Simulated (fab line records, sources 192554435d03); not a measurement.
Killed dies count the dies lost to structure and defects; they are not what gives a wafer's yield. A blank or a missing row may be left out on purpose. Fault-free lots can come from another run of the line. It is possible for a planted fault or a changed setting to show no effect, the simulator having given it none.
fab line records	flow n5-finfet
[record] lots = 10	wafers = 30	last-day = 18
route steps=1938 shown BEOL_M4@1097 BEOL_M5@1128 PASSIVATION@1936
lots that met no fault: taken from a fault-free run of the same line
start-h: hours from the record's opening day to when the first of the lot's shown wafers began	wait-h: hours from the lot's prior step to this one	" same as the row above	L1.1+2: a single row standing in for several wafers	- no value, or no start was given	* or withheld: withheld	< > ~ a bound
route shown NAME@n: a module of which the file shows steps, and the number in the route of the first	usual: mean and standard deviation over wafers with no fault	same: alike in all rows	chamber/n: place in a boat	sites: per-site readings	_std_site: their standard deviation	_edge_site: outer sites' mean less inner sites'	radius-mm: for every site, how far away it sits from the centre of the wafer	mask NAME#n: copy n	behind: the tool/chamber that last shaped the wafer	hold: reason for holding the lot/hours on hold/outcome of the hold	device: whichever transistor did not switch (one of n, p or np)	end of line: the same wafers' tests at the end of the route	where a step has no rows: the recipe by itself	killed: count of dies lost to structure and defects at first sort (not the wafer's yield)	map: per-die view of a wafer (x killed, . not killed, _ where there is no die)
set.NAME: the setting that was run; set.NAME@STEP: the one run at that earlier step	model.NAME: the simulator's own value behind a step, which no gauge read
steps of the route over a sample of lots; a table a step, a row a wafer
services: from which hour (start-h, from the record's first day; less than 0 if before it) a tool's chamber was out of use, for how many hours, and why
[[steps]]
[step N5_BEOL_M4_ANNEAL_93]
[recipe] temp-c = 400	time-s = 240	ambient = vacuum
[usual] heater-power-w = 835/80
lot.wafer	tool	chamber	start-h	wait-h	heater-power-w
L789.3	pvd-sputter-03	-	169.29	0.0	819
L789.4	"	-	"	"	725
L789.5	"	-	"	"	809
L790.3	pvd-sputter-01	-	173.86	0.0	736
L790.4	"	-	"	"	880
L790.6	"	-	"	"	978
L795.2	pvd-sputter-03	-	218.33	0.0	836
L795.4	"	-	"	"	700
L795.6	"	-	"	"	893
L797.1	pvd-sputter-03	-	241.03	0.0	721
L797.4	"	-	"	"	909
L797.5	"	-	"	"	833
L798.3	pvd-sputter-01	-	259.65	0.0	975
L798.5	"	-	"	"	900
L798.6	"	-	"	"	729
L804.1	pvd-sputter-02	-	301.46	0.0	875
L804.3	"	-	"	"	821
L804.5	"	-	"	"	904
L807.2	pvd-sputter-03	-	306.75	0.0	729
L807.5	"	-	"	"	911
L807.6	"	-	"	"	727
L810.2	pvd-sputter-03	-	312.15	0.0	893
L810.4	"	-	"	"	734
L810.6	"	-	"	"	914
L806.3	pvd-sputter-03	-	317.25	0.0	883
L806.5	"	-	"	"	823
L806.6	"	-	"	"	869
L811.1	pvd-sputter-03	-	324.66	0.0	850
L811.5	"	-	"	"	908
L811.6	"	-	"	"	726
[step N5_BEOL_M4_SPUTTER_96]
[recipe] material = Cu	target-thk-a = 45	temp-c = -20	chamber-pressure-pa = 0.07	power-w = withheld	time-s = 8.29
[usual] substrate-temp-c = -19.98/0.11	throttle-valve-pct = 30.2/0.99
lot.wafer	tool	chamber	start-h	wait-h	substrate-temp-c	throttle-valve-pct
L789.3	pvd-sputter-03	-	169.65	0.1	-20.02	28.6
L789.4	"	-	"	"	-20.13	30.0
L789.5	"	-	"	"	-19.92	28.5
L790.3	pvd-sputter-01	-	174.22	0.1	-20.01	29.9
L790.4	"	-	"	"	-20.01	32.0
L790.6	"	-	"	"	-19.93	30.1
L795.2	pvd-sputter-03	-	218.69	0.1	-19.89	28.6
L795.4	"	-	"	"	-19.90	30.1
L795.6	"	-	"	"	-20.03	31.5
L797.1	pvd-sputter-03	-	241.39	0.1	-20.07	30.2
L797.4	"	-	"	"	-19.88	31.3
L797.5	"	-	"	"	-20.03	30.0
L798.3	pvd-sputter-01	-	260.01	0.1	-19.97	29.8
L798.5	"	-	"	"	-20.06	31.6
L798.6	"	-	"	"	-19.96	29.8
L804.1	pvd-sputter-02	-	301.85	0.1	-19.97	31.8
L804.3	"	-	"	"	-20.01	29.6
L804.5	"	-	"	"	-20.02	30.0
L807.2	pvd-sputter-03	-	307.11	0.1	-19.80	30.3
L807.5	"	-	"	"	-19.93	31.2
L807.6	"	-	"	"	-19.99	30.5
L810.2	pvd-sputter-03	-	312.51	0.1	-19.98	29.9
L810.4	"	-	"	"	-19.90	30.4
L810.6	"	-	"	"	-19.69	31.2
L806.3	pvd-sputter-03	-	317.61	0.1	-20.01	31.4
L806.5	"	-	"	"	-19.99	28.7
L806.6	"	-	"	"	-20.06	30.0
L811.1	pvd-sputter-03	-	325.02	0.1	-20.09	28.5
L811.5	"	-	"	"	-19.96	31.4
L811.6	"	-	"	"	-20.13	30.1
[step N5_BEOL_M4_ANNEAL_51]
[recipe] temp-c = 225	time-s = 90	ambient = N2
[usual] wafer_temp_C_max = 225.85/0.23
lot.wafer	tool	chamber	start-h	wait-h	wafer_temp_C_max
L789.3	rtp-anneal-01	0	169.94	0.1	225.52
L789.4	"	0	"	"	225.68
L789.5	"	0	"	"	225.67
L790.3	rtp-anneal-01	0	174.50	0.1	225.87
L790.4	"	0	"	"	225.62
L790.6	"	0	"	"	225.79
L795.2	rtp-anneal-02	0	218.93	0.1	226.03
L795.4	"	0	"	"	225.92
L795.6	"	0	"	"	225.93
L797.1	rtp-anneal-02	0	241.58	0.1	225.80
L797.4	"	0	"	"	225.67
L797.5	"	0	"	"	225.84
L798.3	rtp-anneal-02	0	260.29	0.1	226.16
L798.5	"	0	"	"	225.62
L798.6	"	0	"	"	225.93
L804.1	rtp-anneal-01	0	302.05	0.1	225.89
L804.3	"	0	"	"	225.50
L804.5	"	0	"	"	225.51
L807.2	rtp-anneal-02	0	307.35	0.1	225.61
L807.5	"	0	"	"	225.98
L807.6	"	0	"	"	225.62
L810.2	rtp-anneal-01	0	312.75	0.1	226.18
L810.4	"	0	"	"	225.68
L810.6	"	0	"	"	225.95
L806.3	rtp-anneal-02	0	317.90	0.1	225.47
L806.5	"	0	"	"	225.97
L806.6	"	0	"	"	225.82
L811.1	rtp-anneal-02	0	325.48	0.3	225.63
L811.5	"	0	"	"	225.73
L811.6	"	0	"	"	225.82
[step N5_BEOL_M4_PRE_CLEAN_56]
[recipe] gas = NH3	time-s = 15	temp-c = withheld	rf-power-w = 300
lot.wafer	tool	chamber	start-h	wait-h
L789.3+4+5	pecvd-04	0,0,2	170.61	0.1
L790.3+4+6	pecvd-01	2,1,2	175.23	0.1
L795.2+4+6	pecvd-01	0	219.64	0.1
L797.1+4+5	pecvd-01	2,0,1	242.34	0.1
L798.3+5+6	pecvd-02	0,0,1	260.98	0.1
L804.1+3+5	pecvd-01	0,1,0	302.81	0.1
L807.2+5+6	pecvd-04	2,2,1	308.07	0.1
L810.2+4+6	pecvd-04	1,2,1	313.47	0.1
L806.3+5+6	pecvd-01	0,2,1	318.57	0.1
L811.1+5+6	pecvd-02	1,0,1	326.24	0.1
[step N5_BEOL_M4_INSPECT_59]
[recipe] inspect-instrument = darkfield	mode = post-dep
[usual] raw-defect-count = 72/23
lot.wafer	tool	chamber	start-h	wait-h	raw-defect-count
L789.3	defect-inspect-01	-	170.73	0.0	52
L789.4	"	-	"	"	33
L789.5	"	-	"	"	73
L790.3	defect-inspect-01	-	175.35	0.0	57
L790.4	"	-	"	"	70
L790.6	"	-	"	"	82
L795.2	defect-inspect-02	-	219.79	0.0	127
L795.4	"	-	"	"	97
L795.6	"	-	"	"	85
L797.1	defect-inspect-01	-	242.46	0.0	52
L797.4	"	-	"	"	118
L797.5	"	-	"	"	92
L798.3	defect-inspect-01	-	261.10	0.0	112
L798.5	"	-	"	"	110
L798.6	"	-	"	"	128
L804.1	defect-inspect-02	-	302.93	0.0	507
L804.3	"	-	"	"	479
L804.5	"	-	"	"	481
L807.2	defect-inspect-01	-	308.18	0.0	78
L807.5	"	-	"	"	55
L807.6	"	-	"	"	78
L810.2	defect-inspect-01	-	313.59	0.0	50
L810.4	"	-	"	"	50
L810.6	"	-	"	"	60
L806.3	defect-inspect-02	-	318.69	0.0	454
L806.5	"	-	"	"	481
L806.6	"	-	"	"	441
L811.1	defect-inspect-02	-	326.36	0.0	58
L811.5	"	-	"	"	55
L811.6	"	-	"	"	75
[step N5_BEOL_M4_RC_MEAS_101]
[usual] DIBL_N = 36.3/2	DIBL_P = 36.3/2.4	IOFF_N = 0.16/0.034	IOFF_P = 0.21/0.035	ION_N = 672/12	ION_P = 459/6.5	SS_N = 71.6/0.67	SS_P = 73.3/0.71	VT_N = 250/3.5	VT_P = -251/3
lot.wafer	tool	chamber	start-h	wait-h	DIBL_N[mV/V]	DIBL_P[mV/V]	IOFF_N[nA/um]	IOFF_P[nA/um]	ION_N[uA/um]	ION_P[uA/um]	SS_N[mV/dec]	SS_P[mV/dec]	VT_N[mV]	VT_P[mV]
L789.3	prober-01	0	171.06	0.3	35.5	35.7	0.15	0.20	662	458	71.6	73.3	250	-251
L789.4	"	0	"	"	35.7	35.9	0.15	0.21	661	459	71.4	72.8	254	-251
L789.5	"	0	"	"	34.9	34.7	0.13	0.19	655	450	71.9	72.6	251	-251
L790.3	prober-02	0	175.68	0.3	32.6	31.7	0.10	0.15	651	456	70.0	72.0	259	-256
L790.4	"	0	"	"	32.3	31.6	0.10	0.15	653	453	69.8	71.8	256	-253
L790.6	"	0	"	"	32.3	31.5	0.10	0.15	664	456	70.1	72.1	257	-254
L795.2	prober-02	0	219.97	0.2	31.6	31.6	0.11	0.16	650	451	71.4	72.7	258	-253
L795.4	"	0	"	"	33.2	33.4	0.13	0.18	660	457	70.7	72.2	252	-251
L795.6	"	0	"	"	33.5	34.0	0.14	0.20	668	458	71.6	73.1	251	-248
L797.1	prober-02	0	242.48	0.0	36.2	34.9	0.14	0.16	668	452	71.8	73.0	253	-257
L797.4	"	0	"	"	40.1	40.8	0.23	0.26	681	462	72.4	73.9	245	-251
L797.5	"	0	"	"	39.7	37.9	0.20	0.21	677	453	73.6	73.3	252	-252
L798.3	prober-02	0	261.43	0.3	38.4	39.9	0.19	0.26	689	467	71.9	74.1	247	-250
L798.5	"	0	"	"	37.1	37.6	0.17	0.24	673	465	71.4	73.6	251	-246
L798.6	"	0	"	"	35.5	36.4	0.14	0.20	669	459	70.8	73.8	251	-249
L804.1	prober-02	0	302.96	0.0	36.1	37.3	0.15	0.22	661	462	71.3	73.1	249	-248
L804.3	"	0	"	"	36.9	37.7	0.16	0.22	669	469	70.7	72.8	249	-245
L804.5	"	0	"	"	36.7	38.0	0.16	0.22	684	474	72.0	73.5	249	-248
L807.2	prober-02	0	308.36	0.2	36.9	37.5	0.17	0.21	678	459	71.0	73.6	248	-251
L807.5	"	0	"	"	34.1	33.3	0.12	0.14	659	448	70.7	72.5	255	-256
L807.6	"	0	"	"	39.1	39.4	0.21	0.23	682	458	72.3	73.4	246	-251
L810.2	prober-02	0	313.77	0.2	36.8	36.2	0.16	0.20	676	458	71.6	74.0	251	-249
L810.4	"	0	"	"	33.8	32.4	0.12	0.15	666	460	70.9	72.0	255	-256
L810.6	"	0	"	"	34.3	33.0	0.13	0.16	672	459	70.7	72.4	253	-252
L806.3	prober-02	0	319.02	0.3	37.0	38.8	0.20	0.25	682	462	71.8	74.3	247	-248
L806.5	"	0	"	"	34.8	34.8	0.15	0.19	666	454	71.2	74.1	249	-252
L806.6	"	0	"	"	38.7	38.5	0.24	0.24	676	458	72.4	74.0	244	-249
L811.1	prober-01	0	326.38	0.0	36.8	37.1	0.19	0.22	680	459	71.8	73.0	248	-249
L811.5	"	0	"	"	37.2	37.9	0.20	0.24	679	459	72.0	73.4	246	-248
L811.6	"	0	"	"	36.1	36.1	0.18	0.21	684	462	72.0	72.6	245	-251
[step N5_BEOL_M5_INSPECT_13]
[recipe] mode = adi	inspect-instrument = brightfield
[usual] raw-defect-count = 412/100
lot.wafer	tool	chamber	start-h	wait-h	raw-defect-count
L789.3	defect-inspect-01	-	175.14	0.0	283
L789.4	"	-	"	"	323
L789.5	"	-	"	"	277
L790.3	defect-inspect-02	-	180.21	0.0	480
L790.4	"	-	"	"	490
L790.6	"	-	"	"	357
L795.2	defect-inspect-02	-	223.23	0.0	414
L795.4	"	-	"	"	451
L795.6	"	-	"	"	533
L797.1	defect-inspect-02	-	245.76	0.1	264
L797.4	"	-	"	"	353
L797.5	"	-	"	"	306
L798.3	defect-inspect-01	-	266.04	0.0	703
L798.5	"	-	"	"	396
L798.6	"	-	"	"	593
L804.1	defect-inspect-01	-	305.34	0.1	849
L804.3	"	-	"	"	969
L804.5	"	-	"	"	708
L807.2	defect-inspect-01	-	313.27	0.0	516
L807.5	"	-	"	"	448
L807.6	"	-	"	"	393
L810.2	defect-inspect-01	-	317.21	0.0	497
L810.4	"	-	"	"	530
L810.6	"	-	"	"	588
L806.3	defect-inspect-02	-	320.99	0.0	682
L806.5	"	-	"	"	861
L806.6	"	-	"	"	717
L811.1	defect-inspect-01	-	331.02	0.1	371
L811.5	"	-	"	"	484
L811.6	"	-	"	"	526
[step N5_PASSIVATION_PROBE_49]
[usual] defect-limited-yield = 91.4/1.5	killed_at_M0_to_M3 = 33/11	killed_at_M4_up = 14/5.3	killed-at-contacts = 13/6.2	killed-at-front-end = 39/13	killed-at-other = 3.1/2.8	killed-dies = 102/17	killed-open = 68/13	killed-short = 32/7.8	sort_bin_4_leakage = 0.00/0.007	sort_bin_5_function = 5.1/0.95	sort_bin_6_memory = 3.2/0.7	sort_bin_8_speed = 0.02/0.16	sort-n-pass = 1078/18	sort-yield-pct = 91.3/1.5
[same] gross-dies = 1180	killed-at-back-side = 0
lot.wafer	tool	chamber	start-h	wait-h	defect-limited-yield[%]	killed_at_M0_to_M3	killed_at_M4_up	killed-at-contacts	killed-at-front-end	killed-at-other	killed-dies	killed-open	killed-short	sort_bin_4_leakage[%]	sort_bin_5_function[%]	sort_bin_6_memory[%]	sort_bin_8_speed[%]	sort-n-pass	sort-yield-pct[%]
L790.3	prober-02	-	281.33	0.1	91.7	30	13	13	40	2	98	66	32	0	4.9	3.2	0	1082	91.7
L790.4	prober-02	-	281.38	0.2	92.4	27	18	15	28	2	90	62	27	0	5.4	2.0	0.08	1090	92.4
L790.6	prober-02	-	281.48	0.3	90.7	44	15	28	23	0	110	89	20	0	5.3	4.0	0	1070	90.7
L804.1	prober-01	-	409.83	0.0	82.1	24	131	18	33	5	211	66	30	0	11.9	4.2	0	969	82.1
L804.3	prober-01	-	409.93	0.1	83.3	39	118	22	16	2	197	64	23	0	10.8	3.8	0	983	83.3
L804.5	prober-01	-	410.03	0.2	83.1	32	125	16	24	3	200	55	35	0	10.6	4.3	0	980	83.1
L810.2	prober-02	-	419.96	0.1	92.1	34	7	11	41	0	93	66	27	0	4.7	3.1	0	1087	92.1
L810.4	prober-02	-	420.06	0.2	91.8	37	18	10	32	0	97	70	25	0	4.6	3.3	0	1083	91.8
L810.6	prober-02	-	420.16	0.3	92.5	37	12	9	29	2	89	62	26	0	4.6	2.9	0	1091	92.5
L806.3	prober-02	-	425.66	0.1	83.6	36	127	8	21	2	194	45	32	0	11.5	3.1	0	986	83.6
L806.5	prober-02	-	425.76	0.2	83.3	55	87	14	33	8	197	73	46	0	9.5	5.2	0	983	83.3
L806.6	prober-02	-	425.81	0.3	83.4	35	121	10	29	1	196	48	34	0	11.4	4.2	0	984	83.4
L811.1	prober-02	-	434.71	0.1	91.3	27	10	23	39	4	103	74	29	0	4.7	3.8	0	1077	91.3
L811.5	prober-02	-	434.91	0.3	92.9	16	26	9	33	0	84	60	23	0	4.0	2.7	0	1096	92.9
L811.6	prober-02	-	434.96	0.4	89.2	16	22	30	55	4	127	93	32	0	7.2	3.1	0	1053	89.2
// killed by level:class
L790.3 FIN_SAQP:geometric-particle:short=11 BEOL_M4:geometric-particle:open=10 FIN_SAQP:geometric-particle:open=9 GATE_CUT:geometric-particle:open=9 MOL_CONTACT_COAG:geometric-particle:open=8 BEOL_M2:geometric-particle:open=8 BEOL_M1:geometric-particle:open=6 MOL_CONTACT_COAG:geometric-particle:short=5
L790.4 BEOL_M4:geometric-particle:open=12 MOL_CONTACT_COAG:geometric-particle:open=12 BEOL_M2:geometric-particle:open=9 FIN_SAQP:geometric-particle:short=6 FIN_SAQP:geometric-particle:open=5 STI_FIN_REVEAL:geometric-particle:open=5 BEOL_M3:geometric-particle:open=4 BEOL_M0_SAQP:geometric-particle:open=4
L790.6 MOL_CONTACT_COAG:geometric-particle:open=25 BEOL_M2:geometric-particle:open=14 BEOL_M4:geometric-particle:open=9 BEOL_M3:geometric-particle:open=8 FIN_SAQP:geometric-particle:open=6 STI_FIN_REVEAL:geometric-particle:open=5 BEOL_M0_SAQP:geometric-particle:open=5 BEOL_M0_SAQP:geometric-particle:short=5
L804.1 BEOL_M4:unspecified=115 MOL_CONTACT_COAG:geometric-particle:open=17 BEOL_M4:geometric-particle:open=9 STI_FIN_REVEAL:geometric-particle:open=8 BEOL_M2:geometric-particle:open=7 FIN_SAQP:geometric-particle:open=5 BEOL_M0_SAQP:geometric-particle:short=5 FIN_SAQP:geometric-particle:short=5
L804.3 BEOL_M4:unspecified=110 MOL_CONTACT_COAG:geometric-particle:open=18 BEOL_M0_SAQP:geometric-particle:open=9 BEOL_M1:geometric-particle:open=9 BEOL_M2:geometric-particle:open=6 BEOL_M3:geometric-particle:open=5 MOL_CONTACT_COAG:geometric-particle:short=4 BEOL_M3:geometric-particle:short=4
L804.5 BEOL_M4:unspecified=110 MOL_CONTACT_COAG:geometric-particle:open=12 BEOL_M0_SAQP:geometric-particle:short=11 STI_FIN_REVEAL:geometric-particle:open=6 BEOL_M8:geometric-particle:open=6 BEOL_M3:geometric-particle:open=5 FIN_SAQP:geometric-particle:open=4 MOL_CONTACT_COAG:geometric-particle:short=4
L810.2 FIN_SAQP:geometric-particle:open=21 BEOL_M3:geometric-particle:open=13 MOL_CONTACT_COAG:geometric-particle:open=8 FIN_SAQP:geometric-particle:short=7 BEOL_M0_SAQP:geometric-particle:open=5 BEOL_M0_SAQP:geometric-particle:short=5 BEOL_M1:geometric-particle:open=5 DUMMY_GATE:geometric-particle:open=4
L810.4 MOL_CONTACT_COAG:geometric-particle:open=10 BEOL_M0_SAQP:geometric-particle:open=10 BEOL_M1:geometric-particle:open=8 STARTING-WAFER:geometric-particle:open=8 BEOL_M0_SAQP:geometric-particle:short=6 BEOL_M4:geometric-particle:open=6 STI_FIN_REVEAL:geometric-particle:open=5 BEOL_M3:geometric-particle:open=5
L810.6 BEOL_M1:geometric-particle:open=9 BEOL_M3:geometric-particle:open=9 MOL_CONTACT_COAG:geometric-particle:open=8 BEOL_M5:geometric-particle:open=7 BEOL_M0_SAQP:geometric-particle:open=6 BEOL_M0_SAQP:geometric-particle:short=6 FIN_SAQP:geometric-particle:open=5 DUMMY_GATE:geometric-particle:short=4
L806.3 BEOL_M4:unspecified=115 BEOL_M0_SAQP:geometric-particle:open=13 BEOL_M0_SAQP:geometric-particle:short=8 BEOL_M4:geometric-particle:open=8 MOL_CONTACT_COAG:geometric-particle:open=5 BEOL_M2:geometric-particle:short=4 FIN_SAQP:geometric-particle:short=3 DUMMY_GATE:geometric-particle:short=3
L806.5 BEOL_M4:unspecified=77 BEOL_M0_SAQP:geometric-particle:short=18 BEOL_M0_SAQP:geometric-particle:open=16 MOL_CONTACT_COAG:geometric-particle:open=12 BEOL_M4:geometric-particle:open=6 BEOL_M2:geometric-particle:open=6 BEOL_M3:geometric-particle:short=6 PASS1_DEP:geometric-particle:short=6
L806.6 BEOL_M4:unspecified=111 BEOL_M0_SAQP:geometric-particle:open=10 MOL_CONTACT_COAG:geometric-particle:open=10 BEOL_M0_SAQP:geometric-particle:short=9 STARTING-WAFER:geometric-particle:short=6 BEOL_M4:geometric-particle:open=6 BEOL_M3:geometric-particle:short=5 FIN_SAQP:geometric-particle:short=4
L811.1 MOL_CONTACT_COAG:geometric-particle:open=19 BEOL_M1:geometric-particle:open=12 FIN_SAQP:geometric-particle:open=6 GATE_CUT:geometric-particle:short=6 STI_FIN_REVEAL:geometric-particle:open=5 ILD0:geometric-particle:open=5 GATE_CUT:geometric-particle:open=4 MOL_CONTACT_COAG:geometric-particle:short=4
L811.5 BEOL_M5:geometric-particle:open=11 STI_FIN_REVEAL:geometric-particle:open=9 FIN_SAQP:geometric-particle:open=6 MOL_CONTACT_COAG:geometric-particle:open=6 BEOL_M4:geometric-particle:open=5 BEOL_M2:geometric-particle:open=4 ILD0:geometric-particle:open=4 GATE_CUT:geometric-particle:open=4
L811.6 MOL_CONTACT_COAG:geometric-particle:open=22 STI_FIN_REVEAL:geometric-particle:open=19 FIN_SAQP:geometric-particle:open=9 MOL_CONTACT_COAG:geometric-particle:short=8 BEOL_M1:geometric-particle:open=8 BEOL_M5:geometric-particle:open=7 BEOL_M4:geometric-particle:open=6 STI_FIN_REVEAL:geometric-particle:short=5
[[services]]
tool	chamber	start-h	hours	kind
pecvd-04	-	172.67	5.6	repair
pecvd-01	-	190.66	14.6	pm
pvd-sputter-02	-	197.53	7.5	repair
pecvd-01	2	205.26	-	clean
pecvd-01	2	205.26	-	consumable-replace:showerhead
pecvd-01	2	205.26	29.0	scheduled-down
pecvd-01	2	205.26	29.0	vent-cycle
pecvd-04	2	265.94	2.1	scheduled-down
pecvd-04	0	281.77	3.5	repair
pecvd-02	-	282.92	1.1	repair
pecvd-02	0	299.03	5.5	scheduled-down
pecvd-04	-	299.57	1.2	repair
rtp-anneal-01	-	323.25	10.9	pm
[[key]]
[first-sign] step = N5_BEOL_M4_INSPECT_59	reading = raw-defect-count	direction = up	sigmas = 18	usual = 72	struck = 474
[effect] step = N5_BEOL_M5_INSPECT_13	reading = raw-defect-count	direction = up	sigmas = 3.9	usual = 412	struck = 798
[effect] step = N5_PASSIVATION_PROBE_49	reading = killed_at_M4_up	direction = up	sigmas = 20	usual = 14	struck = 118
[more-kills-born-at] N5_BEOL_M4_PRE_CLEAN_56@pecvd-01 = 638
met-at N5_BEOL_M4_PRE_CLEAN_56
struck-lots L804,L806
not-acting-at N5_BEOL_M4_ANNEAL_93,N5_BEOL_M4_SPUTTER_96,N5_BEOL_M4_ANNEAL_51
onset-between 242.34 302.81
[fault] kind = chamber-particle-source	tool = pecvd-01	chamber = -	onset-h = 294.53	steps = N5_BEOL_M4_PRE_CLEAN_56	rate-per-visit-cm2 = 0.62415	end-h = 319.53
